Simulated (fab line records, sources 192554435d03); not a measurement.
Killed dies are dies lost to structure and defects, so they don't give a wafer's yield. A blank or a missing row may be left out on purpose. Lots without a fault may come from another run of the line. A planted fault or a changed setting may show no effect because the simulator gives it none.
fab line records | flow n5_finfet | part 2 of 2: steps 4 to 6 of 6
record lots=23 wafers=69 last_day=18
route steps=1938 shown BEOL_M1@753
lots that met no fault: from a run of the same line without faults
start_h: hours from the record's first day to the start of the lot's first wafer shown | wait_h: hours since the lot's step before | " the same as in the row above | L1.1+2: a row that stands for several wafers | - no value, or no start given | * or withheld: withheld | < > ~ a bound
route shown NAME@n: a module of which the file shows steps, and the number in the route of the first | usual: mean/standard deviation of fault-free wafers | same: alike in all rows | chamber/n: place in a boat | sites: the reading at each site | _std_site: their standard deviation | _edge_site: outer sites' mean less inner sites' | radius_mm: how far each site lies from the wafer's centre | mask NAME#n: copy n | behind: the tool/chamber that last shaped the wafer | hold: why the lot was held/for how many hours/how that ended | device: the transistor (n, p or np) that didn't switch | end of line: the same wafers' tests at the end of the route | a step without rows: its recipe alone | killed: dies lost to structure and defects at the first sort, not the wafer's yield | map: a wafer's dies, x killed, . not, _ none there
set.NAME: the setting as run; set.NAME@STEP: as run at that earlier step | model.NAME: the simulator's own value behind a step, which no gauge read
steps of the route over a sample of lots; a table a step, a row a wafer
services: from which hour (start_h, from the record's first day; less than 0 if before it) a tool's chamber was out of use, for how many hours, and why
## steps
# step N5_BEOL_M1_STRIP_97
# recipe chemistry=N2/H2 time_s=10 power_w=450 temp_c=40 pressure_mtorr=20 rf_frequency_hz=6e+07 bias_power_w=7 n2_flow_sccm=200 h2_flow_sccm=200
# usual drypump_motor_current_A=5.7/0.41 oes_product_au=0.77/0.082 rf_vpp_V=59.2/0.85 showerhead_plenum_p_Torr=2.54/0.077 throttle_valve_pct=23.61/0.2
# columns lot.wafer tool chamber start_h wait_h drypump_motor_current_A oes_product_au rf_hours_counter_h rf_vpp_V showerhead_plenum_p_Torr throttle_valve_pct
L074.4 rie_diel-02 0 - - 5.9 0.69 215 58.4 2.39 23.79
L074.5 " 1 " " 5.2 0.79 - 58.9 2.45 23.37
L074.6 " 2 " " 5.8 0.74 - 60.5 2.65 23.87
L075.1 rie_diel-06 2 - - 5.2 0.73 175 60.4 2.65 23.95
L075.2 " 3 " " 5.5 0.93 18 59.6 2.57 23.27
L075.6 " 1 " " 5.5 0.68 - 59.5 2.52 23.60
L077.2 rie_diel-01 0 - - 5.3 0.80 75 59.1 2.55 23.58
L077.3 " 1 " " 6.4 0.89 25 58.5 2.48 23.46
L077.6 " 1 " " 6.4 0.90 - 60.2 2.48 23.45
L078.1 rie_diel-02 1 - - 5.2 0.78 150 59.2 2.44 23.37
L078.3 " 3 " " 6.4 0.68 213 59.6 2.49 23.52
L078.6 " 3 " " 6.4 0.68 - 60.2 2.49 23.54
L079.3 rie_diel-01 3 - - 5.9 0.83 98 60.0 2.64 23.38
L079.4 " 0 " " 5.4 0.80 79 59.2 2.55 23.58
L079.6 " 2 " " 5.6 0.72 - 58.8 2.54 23.72
L080.1 rie_diel-06 3 - - 5.5 0.90 30 59.5 2.57 23.29
L080.4 " 1 " " 5.5 0.66 236 57.4 2.52 23.59
L080.5 " 0 " " 5.9 0.69 - 58.4 2.48 23.82
L081.1 rie_diel-06 1 - - 5.5 0.67 239 59.2 2.52 23.58
L081.3 " 3 " " 5.5 0.90 32 59.2 2.56 23.29
L081.5 " 1 " " 5.5 0.67 - 58.5 2.52 23.59
L082.1 rie_diel-06 2 - - 5.2 0.72 190 59.5 2.64 23.97
L082.2 " 1 " " 5.5 0.66 241 58.3 2.52 23.61
L082.3 " 3 " " 5.5 0.88 35 60.2 2.56 23.28
L083.2 rie_diel-01 1 - - 6.4 0.89 33 59.2 2.48 23.48
L083.3 " 0 " " 5.4 0.81 83 59.4 2.55 23.59
L083.5 " 0 " " 5.4 0.80 - 59.8 2.55 23.60
L084.1 rie_diel-01 2 - - 5.6 0.72 185 58.9 2.54 23.73
L084.3 " 1 " " 6.4 0.88 36 57.3 2.48 23.49
L084.6 " 0 " " 5.4 0.80 - 61.0 2.55 23.61
L085.3 rie_diel-06 2 - - 5.2 0.71 198 57.4 2.64 23.98
L085.4 " 3 " " 5.5 0.87 43 59.1 2.56 23.32
L085.6 " 0 " " 5.9 0.99 - 58.5 2.48 23.75
L086.1 rie_diel-01 2 - - 5.6 0.72 187 58.5 2.54 23.71
L086.4 " 3 " " 5.9 0.81 108 59.6 2.64 23.39
L086.5 " 3 " " 5.9 0.82 - 58.8 2.64 23.38
L087.2 rie_diel-02 0 - - 5.9 0.68 242 58.5 2.38 23.84
L087.5 " 0 " " 5.9 0.68 - 59.6 2.38 23.82
L087.6 " 1 " " 5.2 0.75 - 58.8 2.44 23.40
L088.3 rie_diel-02 2 - - 5.8 0.70 201 59.8 2.64 23.89
L088.4 " 0 " " 5.9 0.67 244 58.6 2.38 23.82
L088.6 " 3 " " 6.4 0.66 - 59.7 2.49 23.56
L089.3 rie_diel-02 1 - - 5.2 0.76 172 58.1 2.43 23.42
L089.4 " 2 " " 5.8 0.72 202 59.7 2.63 23.90
L089.6 " 1 " " 5.2 0.76 - 59.0 2.43 23.41
L090.2 rie_diel-02 1 - - 5.2 0.75 176 60.2 2.43 23.41
L090.4 " 2 " " 5.8 0.72 - 58.2 2.63 23.90
L090.6 " 3 " " 6.4 0.66 - 60.1 2.48 23.59
L091.1 rie_diel-01 0 - - 5.3 0.78 97 59.7 2.54 23.60
L091.3 " 3 " " 5.9 0.81 115 59.9 2.64 23.39
L091.6 " 2 " " 5.6 0.71 - 58.6 2.53 23.74
L093.1 rie_diel-02 1 - - 5.2 0.75 177 58.1 2.43 23.41
L093.2 " 3 " " 6.4 0.67 241 59.7 2.48 23.56
L093.5 " 3 " " 6.4 0.65 - 57.3 2.48 23.59
L092.2 rie_diel-01 0 - - 5.4 0.78 99 58.2 2.54 23.61
L092.4 " 2 " " 5.6 0.71 197 58.3 2.53 23.72
L092.6 " 2 " " 5.6 0.71 - 59.9 2.53 23.74
L094.1 rie_diel-06 0 - - 6.0 0.91 21 58.8 2.47 23.76
L094.2 " 3 " " 5.6 0.85 64 58.6 2.55 23.36
L094.6 " 3 " " 5.5 0.84 - 59.9 2.55 23.35
L095.1 rie_diel-01 3 - - 5.9 0.80 127 59.1 2.63 23.41
L095.3 " 0 " " 5.4 0.77 109 59.3 2.54 23.63
L095.5 " 2 " " 5.6 0.70 - 59.0 2.53 23.76
L096.1 rie_diel-02 2 - - 5.8 0.70 220 60.4 2.63 23.92
L096.2 " 0 " " 6.0 0.95 5 60.0 2.70 23.70
L096.3 " 1 " " 5.2 0.74 191 58.5 2.43 23.43
L097.2 rie_diel-01 2 - - 5.6 0.70 209 60.4 2.53 23.76
L097.4 " 1 " " 6.4 0.83 61 58.3 2.46 23.51
L097.6 " 1 " " 6.4 0.84 - 58.6 2.47 23.52
# step N5_BEOL_M1_DEGAS_44
# recipe ambient=vacuum temp_c=250 time_s=60
# usual heater_power_w=329/43
# columns lot.wafer tool chamber start_h wait_h heater_power_w
L074.4 pvd_sputter-03 - 126.33 0.7 319
L074.5 " - " " 326
L074.6 " - " " 318
L075.1 pvd_sputter-01 - 131.41 0.2 315
L075.2 " - " " 292
L075.6 " - " " 319
L077.2 pvd_sputter-02 - 145.41 1.4 248
L077.3 " - " " 426
L077.6 " - " " 430
L078.1 pvd_sputter-01 - 150.12 0.1 294
L078.3 " - " " 341
L078.6 " - " " 300
L079.3 pvd_sputter-02 - 156.85 0.1 242
L079.4 " - " " 242
L079.6 " - " " 347
L080.1 pvd_sputter-02 - 172.49 0.2 248
L080.4 " - " " 419
L080.5 " - " " 241
L081.1 pvd_sputter-01 - 177.58 0.3 322
L081.3 " - " " 302
L081.5 " - " " 339
L082.1 pvd_sputter-02 - 181.01 0.1 434
L082.2 " - " " 246
L082.3 " - " " 435
L083.2 pvd_sputter-03 - 185.54 0.7 321
L083.3 " - " " 309
L083.5 " - " " 288
L084.1 pvd_sputter-01 - 194.72 0.3 354
L084.3 " - " " 328
L084.6 " - " " 349
L085.3 pvd_sputter-01 - 203.46 0.5 293
L085.4 " - " " 323
L085.6 " - " " 335
L086.1 pvd_sputter-03 - 203.48 0.5 294
L086.4 " - " " 326
L086.5 " - " " 294
L087.2 pvd_sputter-02 - 208.41 0.1 245
L087.5 " - " " 411
L087.6 " - " " 252
L088.3 pvd_sputter-03 - 212.98 0.0 282
L088.4 " - " " 318
L088.6 " - " " 289
L089.3 pvd_sputter-01 - 216.35 0.1 294
L089.4 " - " " 343
L089.6 " - " " 327
L090.2 pvd_sputter-03 - 230.97 0.3 305
L090.4 " - " " 320
L090.6 " - " " 318
L091.1 pvd_sputter-03 - 232.03 1.0 295
L091.3 " - " " 318
L091.6 " - " " 318
L093.1 pvd_sputter-01 - 233.17 0.7 290
L093.2 " - " " 358
L093.5 " - " " 341
L092.2 pvd_sputter-01 - 236.59 0.7 299
L092.4 " - " " 340
L092.6 " - " " 301
L094.1 pvd_sputter-01 - 262.63 1.0 342
L094.2 " - " " 298
L094.6 " - " " 323
L095.1 pvd_sputter-03 - 265.66 0.3 330
L095.3 " - " " 287
L095.5 " - " " 322
L096.1 pvd_sputter-01 - 265.69 0.3 291
L096.2 " - " " 349
L096.3 " - " " 321
L097.2 pvd_sputter-02 - 269.94 0.4 247
L097.4 " - " " 349
L097.6 " - " " 340
# step N5_BEOL_M1_ALD_84
# recipe material=TaN target_thk_a=* temp_c=275 ald_precursor_family=PDMAT ald_co_reactant=NH3 pressure_torr=3 carrier_flow_sccm=1500 pulse_time_s=2 purge_time_s=3 co_reactant_purge_time_s=2 co_reactant_pulse_time_s=3 ald_cycles=30 precursor_vessel_temp_c=75 precursor_vessel_pressure_torr=26.25 precursor_vessel_carrier_sccm=1000
# usual heater_power_outer_w=226/19 heater_power_w=414/31
# same co_reactant_pulse_time_s=3 co_reactant_purge_time_s=2
# columns lot.wafer tool chamber start_h wait_h heater_power_outer_w heater_power_w since_wet_clean_h
L074.4 ald_metal-03 1 126.49 0.1 216 412 1328
L074.5 " 0 " " 221 397 -
L074.6 " 1 " " 222 409 -
L075.1 ald_metal-03 3 131.60 0.1 212 399 1333
L075.2 " 0 " " 218 392 1333
L075.6 " 0 " " 227 393 -
L077.2 ald_metal-01 1 145.52 0.1 204 385 5962
L077.3 " 0 " " 269 469 5962
L077.6 " 3 " " 218 373 -
L078.1 ald_metal-02 1 150.27 0.1 201 382 2890
L078.3 " 3 " " 263 476 2890
L078.6 " 3 " " 253 480 -
L079.3 ald_metal-02 0 156.95 0.0 243 440 2897
L079.4 " 1 " " 210 392 2897
L079.6 " 3 " " 259 464 -
L080.1 ald_metal-02 3 172.59 0.0 252 476 2912
L080.4 " 2 " " 205 392 2912
L080.5 " 3 " " 251 469 -
L081.1 ald_metal-02 2 177.79 0.1 216 405 2918
L081.3 " 1 " " 203 384 2918
L081.5 " 1 " " 207 388 -
L082.1 ald_metal-02 3 181.17 0.1 257 493 2921
L082.2 " 2 " " 211 399 2921
L082.3 " 1 " " 211 384 2921
L083.2 ald_metal-01 0 185.65 0.1 268 469 6002
L083.3 " 2 " " 211 395 6002
L083.5 " 2 " " 210 405 -
L084.1 ald_metal-02 0 194.96 0.2 243 420 2935
L084.3 " 3 " " 252 480 2935
L084.6 " 0 " " 249 418 -
L085.3 ald_metal-02 3 203.56 0.0 254 477 2943
L085.4 " 0 " " 245 426 2943
L085.6 " 2 " " 209 406 -
L086.1 ald_metal-03 3 203.58 0.0 210 401 1405
L086.4 " 1 " " 217 397 1405
L086.5 " 1 " " 215 414 -
L087.2 ald_metal-03 0 208.63 0.2 221 398 1410
L087.5 " 2 " " 232 436 -
L087.6 " 3 " " 214 403 -
L088.3 ald_metal-02 3 213.08 0.0 250 475 2953
L088.4 " 1 " " 203 377 2953
L088.6 " 0 " " 242 429 -
L089.3 ald_metal-01 1 216.50 0.1 208 396 6033
L089.4 " 3 " " 223 371 6033
L089.6 " 1 " " 206 403 -
L090.2 ald_metal-01 1 231.27 0.2 208 389 6048
L090.4 " 3 " " 222 371 6048
L090.6 " 2 " " 213 395 -
L091.1 ald_metal-01 3 232.15 0.1 218 383 6049
L091.3 " 0 " " 274 482 6049
L091.6 " 2 " " 210 390 -
L093.1 ald_metal-03 2 233.27 0.0 237 425 1435
L093.2 " 3 " " 217 410 1435
L093.5 " 2 " " 232 424 -
L092.2 ald_metal-03 3 236.69 0.0 214 402 1438
L092.4 " 0 " " 224 387 1438
L092.6 " 3 " " 214 412 -
L094.1 ald_metal-03 1 262.73 0.0 217 411 1464
L094.2 " 3 " " 216 399 1464
L094.6 " 0 " " 226 394 -
L095.1 ald_metal-03 3 265.76 0.0 211 409 1467
L095.3 " 0 " " 221 400 1467
L095.5 " 3 " " 216 410 -
L096.1 ald_metal-01 1 265.87 0.1 208 389 6083
L096.2 " 3 " " 218 374 6083
L096.3 " 2 " " 213 393 6083
L097.2 ald_metal-03 1 270.06 0.1 217 400 1471
L097.4 " 3 " " 212 402 1471
L097.6 " 0 " " 219 400 -
## services
# columns tool chamber start_h hours kind
rie_diel-01 1 107.72 3.6 repair
pecvd-04 2 131.19 15.6 repair
pecvd-03 - 146.95 2.8 pm
pecvd-04 2 154.24 4.7 repair
pecvd-01 1 160.64 3.2 repair
rie_diel-06 2 162.47 4.1 repair
rie_diel-01 - 165.45 15.6 pm
pecvd-01 2 166.23 2.9 repair
ald_metal-03 - 169.56 1.2 pm
ald_metal-03 - 174.16 14.6 pm
rie_diel-06 0 175.79 - clean
rie_diel-06 0 175.79 - consumable_replace:focus_ring
rie_diel-06 0 175.79 25.3 scheduled_down
pecvd-04 0 208.94 1.9 repair
pecvd-04 1 216.87 14.9 repair
pecvd-01 - 218.27 14.1 repair
ald_metal-02 1 221.17 3.6 repair
pecvd-04 - 222.72 0.5 repair
ald_metal-02 - 224.55 0.2 repair
pecvd-03 1 236.93 4.2 repair
ald_metal-03 - 239.21 1.4 repair
pecvd-01 - 249.84 0.6 repair
rie_diel-06 1 250.77 15.2 repair
pecvd-01 - 269.73 1.0 repair
